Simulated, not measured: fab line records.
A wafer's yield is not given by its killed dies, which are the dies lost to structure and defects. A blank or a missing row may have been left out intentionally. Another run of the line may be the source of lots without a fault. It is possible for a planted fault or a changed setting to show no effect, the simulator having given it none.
fab line records + flow nandHarc
[record]
- lots = 6
- wafers = 18
- lastDay = 24
route steps=1159 shown P_ZERO_WELL@15
lots that met no fault: taken from a fault-free run of the same line
startH: hours from the record's opening day to when the first of the lot's shown wafers began + waitH: hours from the lot's prior step to this one + " identical to the entry in the row above + L1.1+2: several wafers, shown together as one row + - no value, or no start given + * or withheld: withheld + < > ~ a bound
route shown NAME@n: names a module that has steps shown in the file, with the first one's number in the route + usual: mean and standard deviation over wafers with no fault + same: alike in all rows + chamber/n: place in a boat + sites: per-site readings + _std_site: the standard deviation of these + _edge_site: mean of outer sites minus mean of inner sites + radiusMm: how far each site lies from the wafer's centre + mask NAME#n: copy n + behind: the tool/chamber that last shaped the wafer + hold: reason for holding the lot/hours on hold/outcome of the hold + device: the n, p or np transistor that did not switch + end of line: the same wafers' tests at the end of the route + for a step that has no rows: nothing shown but its recipe + killed: at the first sort, the dies lost to defects and structure; wafer yield is something else + map: a wafer's dies, x killed, . not, _ none there
set.NAME: the run value of the setting; set.NAME@STEP: its run value at that earlier step + model.NAME: the simulator's own value behind a step, which no gauge read
a table for each step, a row for each wafer; lots at some steps of the route
services: when a tool's chamber went out of use (startH, in hours from the record's first day, below 0 if earlier), for how many hours, and the reason
[[steps]]
[step NHARC_P_ZERO_WELL_HARDBAKE_12]
[recipe]
- tempC = 118
- timeS = 65
[step NHARC_P_ZERO_WELL_DESCUM_13]
[recipe]
- timeS = 3
- o2FlowSccm = 200
- arFlowSccm = 0
- biasPowerW = 0
- chemistry = O2
[usual]
- drypumpMotorCurrentA = 5.6/0.47
- oesProductAu = 1.001/0.012
- rfVppV = 58.0/0.9
- showerheadPlenumPTorr = 1.93/0.077
- throttleValvePct = 11.311/0.0092
| lot.wafer | tool       | chamber | startH | waitH | drypumpMotorCurrentA | oesProductAu | rfHoursCounterH | rfVppV | showerheadPlenumPTorr | throttleValvePct |
|-----------|------------|---------|--------|-------|----------------------|--------------|-----------------|--------|-----------------------|------------------|
| L781.1    | rieDiel-01 | 3       | 31.42  | -     | 6.3                  | 1.005        | 2               | 58.1   | 2.03                  | 11.310           |
| L781.6    | "          | 0       | "      | "     | 6.2                  | 1.017        | -               | 57.7   | 1.84                  | 11.314           |
| L781.5    | "          | 1       | "      | "     | 4.8                  | 0.998        | -               | 57.8   | 2.02                  | 11.320           |
| L784.3    | rieDiel-13 | 0       | 49.41  | -     | 5.8                  | 0.993        | 7               | 57.6   | 1.89                  | 11.309           |
| L784.4    | "          | 1       | "      | "     | 5.7                  | 1.006        | 8               | 57.8   | 2.01                  | 11.306           |
| L784.1    | "          | 2       | "      | "     | 5.8                  | 1.008        | 7               | 58.2   | 1.90                  | 11.322           |
| L785.1    | rieDiel-13 | 2       | 55.41  | -     | 5.8                  | 1.015        | 8               | 57.9   | 1.90                  | 11.316           |
| L785.6    | "          | 0       | "      | "     | 5.8                  | 0.986        | -               | 58.4   | 1.89                  | 11.318           |
| L785.5    | "          | 1       | "      | "     | 5.7                  | 1.000        | -               | 58.1   | 2.01                  | 11.307           |
| L786.3    | rieDiel-10 | 2       | 62.01  | -     | 5.9                  | 1.002        | 4               | 58.8   | 2.00                  | 11.318           |
| L786.2    | "          | 3       | "      | "     | 5.9                  | 1.003        | 3               | 58.7   | 1.80                  | 11.309           |
| L786.5    | "          | 1       | "      | "     | 5.3                  | 0.996        | -               | 58.5   | 1.97                  | 11.307           |
| L798.3    | rieDiel-13 | 1       | 133.31 | -     | 5.7                  | 0.998        | 2               | 57.6   | 2.01                  | 11.308           |
| L798.5    | "          | 2       | "      | "     | 5.8                  | 1.005        | -               | 56.9   | 1.90                  | 11.294           |
| L798.6    | "          | 3       | "      | "     | 4.6                  | 0.996        | -               | 58.0   | 1.96                  | 11.296           |
| L799.3    | rieDiel-10 | 3       | 139.27 | -     | 5.9                  | 1.004        | 9               | 57.9   | 1.80                  | 11.312           |
| L799.2    | "          | 0       | "      | "     | 5.9                  | 1.004        | 10              | 57.1   | 1.90                  | 11.312           |
| L799.6    | "          | 3       | "      | "     | 5.9                  | 1.016        | -               | 56.0   | 1.80                  | 11.317           |
[step NHARC_P_ZERO_WELL_ETCH_65]
[recipe]
- targetDepthA = 800
- overetchA = 240
- timeS = 87.88
- ionEnergyEv = 200
- n2FlowSccm = 150
- h2FlowSccm = 150
- arFlowSccm = 0
- rfW = 400
- biasW = 150
- chemistry = N2/H2
[usual]
- drypumpMotorCurrentA = 5.6/0.46
- oesProductAu = 1.000/0.01
- rfFwdPowerW = 397.3/1.5
- rfVppV = 430.9/2.7
- showerheadPlenumPTorr = 2.05/0.086
- throttleValvePct = 14.172/0.0089
| lot.wafer | tool       | chamber | startH | waitH | drypumpMotorCurrentA | oesProductAu | rfFwdPowerW | rfHoursCounterH | rfVppV | showerheadPlenumPTorr | throttleValvePct |
|-----------|------------|---------|--------|-------|----------------------|--------------|-------------|-----------------|--------|-----------------------|------------------|
| L781.1    | rieDiel-01 | 2       | 31.49  | 0.1   | 5.6                  | 1.002        | 397.3       | 5               | 427.8  | 1.91                  | 14.168           |
| L781.6    | "          | 0       | "      | "     | 6.2                  | 1.011        | 395.8       | -               | 428.1  | 1.96                  | 14.166           |
| L781.5    | "          | 1       | "      | "     | 4.8                  | 0.997        | 398.1       | -               | 435.6  | 2.15                  | 14.167           |
| L784.1    | rieDiel-13 | 2       | 49.48  | 0.1   | 5.8                  | 1.008        | 400.3       | 7               | 428.8  | 2.02                  | 14.179           |
| L784.3    | "          | 3       | "      | "     | 4.7                  | 0.997        | 398.3       | 8               | 430.3  | 2.09                  | 14.177           |
| L784.4    | "          | 0       | "      | "     | 5.8                  | 0.982        | 395.3       | 7               | 429.5  | 2.02                  | 14.167           |
| L785.1    | rieDiel-13 | 1       | 55.49  | 0.1   | 5.7                  | 1.007        | 394.7       | 9               | 432.9  | 2.15                  | 14.165           |
| L785.6    | "          | 0       | "      | "     | 5.7                  | 0.993        | 395.2       | -               | 430.4  | 2.02                  | 14.175           |
| L785.5    | "          | 1       | "      | "     | 5.7                  | 1.008        | 395.1       | -               | 433.4  | 2.15                  | 14.161           |
| L786.2    | rieDiel-10 | 0       | 62.09  | 0.1   | 5.9                  | 0.990        | 397.4       | 4               | 429.0  | 2.03                  | 14.164           |
| L786.3    | "          | 2       | "      | "     | 6.0                  | 1.015        | 398.2       | 4               | 434.1  | 2.13                  | 14.195           |
| L786.5    | "          | 1       | "      | "     | 5.4                  | 1.005        | 394.9       | -               | 432.7  | 2.10                  | 14.164           |
| L798.3    | rieDiel-13 | 2       | 133.37 | 0.1   | 5.8                  | 1.003        | 399.0       | 2               | 429.1  | 2.02                  | 14.183           |
| L798.6    | "          | 2       | "      | "     | 5.8                  | 1.000        | 397.8       | -               | 430.7  | 2.02                  | 14.164           |
| L798.5    | "          | 3       | "      | "     | 4.6                  | 0.990        | 396.3       | -               | 432.4  | 2.09                  | 14.170           |
| L799.2    | rieDiel-10 | 0       | 139.37 | 0.1   | 5.9                  | 0.998        | 395.3       | 10              | 430.6  | 2.02                  | 14.188           |
| L799.3    | "          | 1       | "      | "     | 5.3                  | 0.992        | 399.6       | 9               | 432.2  | 2.10                  | 14.172           |
| L799.6    | "          | 0       | "      | "     | 5.9                  | 0.982        | 396.1       | -               | 430.1  | 2.02                  | 14.191           |
[step NHARC_P_ZERO_WELL_ETCH_62]
[recipe]
- targetDepthA = 130
- timeS = 6.5
- chf3FlowSccm = 50
- arFlowSccm = 200
- rfW = 500
- biasW = 200
- chemistry = CHF3/Ar
[usual]
- chf3FlowSccm = 50.00/0.14
- drypumpMotorCurrentA = 5.6/0.47
- oesProductAu = 0.956/0.022
- rfFwdPowerW = 488.2/1.7
- rfVppV = 371.1/2.2
- showerheadPlenumPTorr = 2.36/0.092
- throttleValvePct = 20.217/0.01
| lot.wafer | tool       | chamber | startH | waitH | chf3FlowSccm | drypumpMotorCurrentA | oesProductAu | rfFwdPowerW | rfHoursCounterH | rfVppV | showerheadPlenumPTorr | throttleValvePct |
|-----------|------------|---------|--------|-------|--------------|----------------------|--------------|-------------|-----------------|--------|-----------------------|------------------|
| L781.1    | rieDiel-01 | 0       | -      | -     | 49.99        | 6.2                  | 0.974        | 485.6       | 4               | 367.8  | 2.26                  | 20.206           |
| L781.5    | "          | 0       | "      | "     | 49.96        | 6.2                  | 0.976        | 486.3       | -               | 369.3  | 2.26                  | 20.231           |
| L781.6    | "          | 1       | "      | "     | 49.98        | 4.8                  | 0.950        | 489.3       | -               | 371.5  | 2.46                  | 20.200           |
| L784.4    | rieDiel-13 | 3       | -      | -     | 50.20        | 4.6                  | 0.966        | 488.6       | 9               | 370.9  | 2.40                  | 20.205           |
| L784.1    | "          | 1       | "      | "     | 49.99        | 5.7                  | 0.977        | 489.0       | 8               | 373.2  | 2.46                  | 20.228           |
| L784.3    | "          | 2       | "      | "     | 50.20        | 5.8                  | 0.981        | 489.6       | 7               | 370.1  | 2.33                  | 20.224           |
| L785.1    | rieDiel-13 | 1       | -      | -     | 49.89        | 5.7                  | 0.923        | 486.7       | 9               | 373.7  | 2.46                  | 20.238           |
| L785.6    | "          | 3       | "      | "     | 50.04        | 4.6                  | 0.925        | 490.1       | -               | 372.4  | 2.40                  | 20.220           |
| L785.5    | "          | 0       | "      | "     | 49.88        | 5.8                  | 0.905        | 489.6       | -               | 371.3  | 2.32                  | 20.215           |
| L786.3    | rieDiel-10 | 3       | -      | -     | 50.03        | 5.9                  | 0.959        | 485.9       | 3               | 369.2  | 2.21                  | 20.223           |
| L786.2    | "          | 0       | "      | "     | 49.82        | 5.9                  | 0.950        | 487.6       | 4               | 369.4  | 2.33                  | 20.211           |
| L786.5    | "          | 2       | "      | "     | 50.13        | 5.9                  | 0.960        | 487.1       | -               | 372.9  | 2.44                  | 20.211           |
| L798.3    | rieDiel-13 | 2       | -      | -     | 50.01        | 5.8                  | 0.922        | 487.4       | 2               | 370.8  | 2.33                  | 20.196           |
| L798.6    | "          | 0       | "      | "     | 50.00        | 5.8                  | 0.908        | 488.3       | -               | 368.8  | 2.32                  | 20.207           |
| L798.5    | "          | 1       | "      | "     | 49.77        | 5.7                  | 0.927        | 487.4       | -               | 373.8  | 2.45                  | 20.215           |
| L799.2    | rieDiel-10 | 1       | -      | -     | 50.08        | 5.4                  | 0.966        | 488.1       | 9               | 372.1  | 2.40                  | 20.222           |
| L799.3    | "          | 0       | "      | "     | 49.97        | 5.9                  | 0.944        | 488.2       | 10              | 369.8  | 2.33                  | 20.202           |
| L799.6    | "          | 2       | "      | "     | 50.13        | 5.9                  | 0.975        | 488.6       | -               | 373.3  | 2.44                  | 20.218           |
[step NHARC_P_ZERO_WELL_ETCH_63]
[recipe]
- targetDepthA = 1200
- timeS = 40.1
- hbrFlowSccm = 150
- cl2FlowSccm = 50
- rfW = 400
- icpW = 400
- biasW = 100
- chemistry = HBr/Cl2
[usual]
- drypumpMotorCurrentA = 5.6/0.39
- oesProductAu = 0.998/0.013
- rfFwdPowerW = 394.8/1.6
- throttleValvePct = 26.407/0.0088
| lot.wafer | tool     | chamber | startH | waitH | drypumpMotorCurrentA | oesProductAu | rfFwdPowerW | rfHoursCounterH | throttleValvePct |
|-----------|----------|---------|--------|-------|----------------------|--------------|-------------|-----------------|------------------|
| L781.1    | rieSi-05 | 1       | 31.65  | -     | 5.0                  | 0.964        | 395.4       | 0.9             | 26.404           |
| L781.6    | "        | 1       | "      | "     | 5.0                  | 0.978        | 395.1       | -               | 26.403           |
| L781.5    | "        | 2       | "      | "     | 5.8                  | 0.984        | 395.4       | -               | 26.415           |
| L784.4    | rieSi-02 | 3       | 49.65  | -     | 5.6                  | 0.986        | 394.6       | 0.0             | 26.396           |
| L784.1    | "        | 0       | "      | "     | 5.2                  | 1.000        | 392.5       | 0.0             | 26.403           |
| L784.3    | "        | 1       | "      | "     | 5.3                  | 0.997        | 391.6       | 0.1             | 26.412           |
| L785.1    | rieSi-03 | 2       | 55.68  | -     | 5.2                  | 1.009        | 391.9       | 0.8             | 26.406           |
| L785.6    | "        | 0       | "      | "     | 5.8                  | 1.020        | 395.2       | -               | 26.411           |
| L785.5    | "        | 1       | "      | "     | 6.1                  | 1.013        | 396.3       | -               | 26.398           |
| L786.3    | rieSi-02 | 1       | 62.26  | -     | 5.4                  | 0.982        | 393.9       | 0.1             | 26.414           |
| L786.2    | "        | 3       | "      | "     | 5.6                  | 0.995        | 392.9       | 0.2             | 26.393           |
| L786.5    | "        | 1       | "      | "     | 5.4                  | 0.981        | 392.3       | -               | 26.385           |
| L798.3    | rieSi-02 | 0       | 133.58 | -     | 5.2                  | 1.018        | 392.7       | 1.0             | 26.392           |
| L798.5    | "        | 1       | "      | "     | 5.3                  | 1.011        | 394.1       | -               | 26.410           |
| L798.6    | "        | 2       | "      | "     | 5.2                  | 1.003        | 393.8       | -               | 26.405           |
| L799.3    | rieSi-02 | 3       | 139.66 | -     | 5.6                  | 0.978        | 395.2       | 1.0             | 26.420           |
| L799.2    | "        | 1       | "      | "     | 5.3                  | 0.995        | 393.5       | 0.9             | 26.411           |
| L799.6    | "        | 3       | "      | "     | 5.6                  | 0.982        | 395.6       | -               | 26.408           |
[step NHARC_P_ZERO_WELL_STRIP_15]
[recipe]
- timeS = 900
- tempC = 130
- chemistry = SPM
[step NHARC_P_ZERO_WELL_DEHYDRATE_16]
[recipe]
- tempC = 150
- timeS = 120
[step NHARC_P_ZERO_WELL_HMDS_17]
[recipe]
- timeS = 30
[step NHARC_P_ZERO_WELL_COAT_18]
[recipe]
- spinRpm = withheld
[step NHARC_P_ZERO_WELL_SOFTBAKE_19]
[recipe]
- tempC = 122
- timeS = 95
[step NHARC_P_ZERO_WELL_EBR_20]
[step NHARC_P_ZERO_WELL_EXPOSE_21]
[recipe]
- na = 0.6
- targetCdNm = 720
- doseMj = 22.31
- maskId = P_NWELL
[step NHARC_P_ZERO_WELL_PEB_22]
[recipe]
- pebTempC = 118
- pebTimeS = 85
[usual]
- chillPlateTempC = 23.01/0.11
- exhaustPa = 44.8/0.95
- pebTimeS = 85/0
| lot.wafer | tool          | chamber | startH | waitH | chillPlateTempC | exhaustPa | pebTimeS |
|-----------|---------------|---------|--------|-------|-----------------|-----------|----------|
| L781.1    | lithoTrack-03 | 0       | 32.48  | 0.1   | 22.75           | 46.4      | 85       |
| L781.5    | "             | 0       | "      | "     | 22.96           | 45.3      | 85       |
| L781.6    | "             | 0       | "      | "     | 22.85           | 46.2      | 85       |
| L784.1    | lithoTrack-03 | 0       | 50.37  | 0.1   | 23.12           | 44.5      | 85       |
| L784.3    | "             | 0       | "      | "     | 23.00           | 45.6      | 85       |
| L784.4    | "             | 0       | "      | "     | 22.96           | 45.5      | 85       |
| L785.1    | lithoTrack-03 | -       | 56.49  | 0.1   | -               | -         | -        |
| L785.5    | "             | -       | "      | "     | -               | -         | -        |
| L785.6    | "             | -       | "      | "     | -               | -         | -        |
| L786.2    | lithoTrack-03 | -       | 63.10  | 0.1   | -               | -         | -        |
| L786.3    | "             | -       | "      | "     | -               | -         | -        |
| L786.5    | "             | -       | "      | "     | -               | -         | -        |
| L798.3    | lithoTrack-07 | 0       | 134.38 | 0.1   | 22.88           | 43.6      | 85       |
| L798.5    | "             | 0       | "      | "     | 22.93           | 43.8      | 85       |
| L798.6    | "             | 0       | "      | "     | 22.98           | 44.4      | 85       |
| L799.2    | lithoTrack-03 | 0       | 140.48 | 0.1   | 22.91           | 45.8      | 85       |
| L799.3    | "             | 0       | "      | "     | 23.04           | 44.3      | 85       |
| L799.6    | "             | 0       | "      | "     | 23.02           | 45.5      | 85       |
[step NHARC_P_ZERO_WELL_DEVELOP_23]
[recipe]
- timeS = 70
[[services]]
| tool          | chamber | startH | hours | kind   |
|---------------|---------|--------|-------|--------|
| lithoTrack-07 | -       | 14.00  | 7.0   | pm     |
| rieDiel-10    | 3       | 27.28  | 6.4   | repair |
| rieDiel-13    | 0       | 29.00  | -     | clean  |
| rieDiel-13    | 1       | 29.00  | -     | clean  |
| rieDiel-13    | 2       | 29.00  | -     | clean  |
| rieDiel-13    | 3       | 29.00  | -     | clean  |
| rieSi-05      | 1       | 32.22  | 6.6   | repair |
| rieDiel-10    | 1       | 32.53  | 7.7   | repair |
| rieSi-02      | -       | 34.00  | 9.0   | pm     |
| lithoTrack-03 | -       | 38.00  | 7.0   | pm     |
| rieDiel-13    | 0       | 53.50  | -     | clean  |
| rieDiel-13    | 1       | 53.50  | -     | clean  |
| rieDiel-13    | 2       | 53.50  | -     | clean  |
| rieDiel-13    | 3       | 61.38  | 9.4   | repair |
| rieSi-05      | -       | 62.00  | 9.0   | pm     |
| rieSi-03      | 3       | 87.07  | 7.9   | repair |
| rieDiel-13    | 2       | 94.41  | 8.3   | repair |
| rieDiel-13    | 3       | 97.22  | 4.7   | repair |
| rieDiel-13    | -       | 99.23  | 9.0   | pm     |
| rieDiel-01    | 3       | 110.92 | 4.1   | repair |
| rieSi-02      | -       | 112.46 | 0.1   | repair |
| rieSi-02      | 3       | 113.27 | 2.1   | repair |
| rieDiel-01    | 1       | 127.68 | 7.2   | repair |
| rieDiel-01    | -       | 137.80 | 9.0   | pm     |
[[key]]
[firstSign]
- step = NHARC_P_ZERO_WELL_PEB_22
- reading = toolRecord
- direction = missing
effect none on later readings
metAt NHARC_P_ZERO_WELL_PEB_22
struckWafers L785.1,L785.5,L785.6,L786.2,L786.3,L786.5
laterRowsLeftOut L785.1,L785.5,L785.6,L786.2,L786.3,L786.5
sortLeftOut L785.1,L785.5,L785.6,L786.2,L786.3,L786.5
testerLeftOut L785,L786
onsetBetween 50.37 56.49
[fault]
- kind = skippedStepWhole
- tool = lithoTrack-03
- chamber = -
- onsetH = 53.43
- steps = NHARC_P_ZERO_WELL_PEB_22
- scope = struckLotsOnly
// testerLeftOut: of these lots the tester's yield and bins aren't shown, on N5 and GAA mostly nor the transistor test; their killed dies are dies lost to structure and defects alone, not to doping, threshold or leakage, so they don't give the yield
// sortLeftOut: the simulated sort isn't trusted on such a fault, so these wafers' sort isn't shown, and their yield isn't known
// laterRowsLeftOut: the simulator's readings of these wafers behind a module that went badly wrong aren't trusted and aren't shown, but for the sort
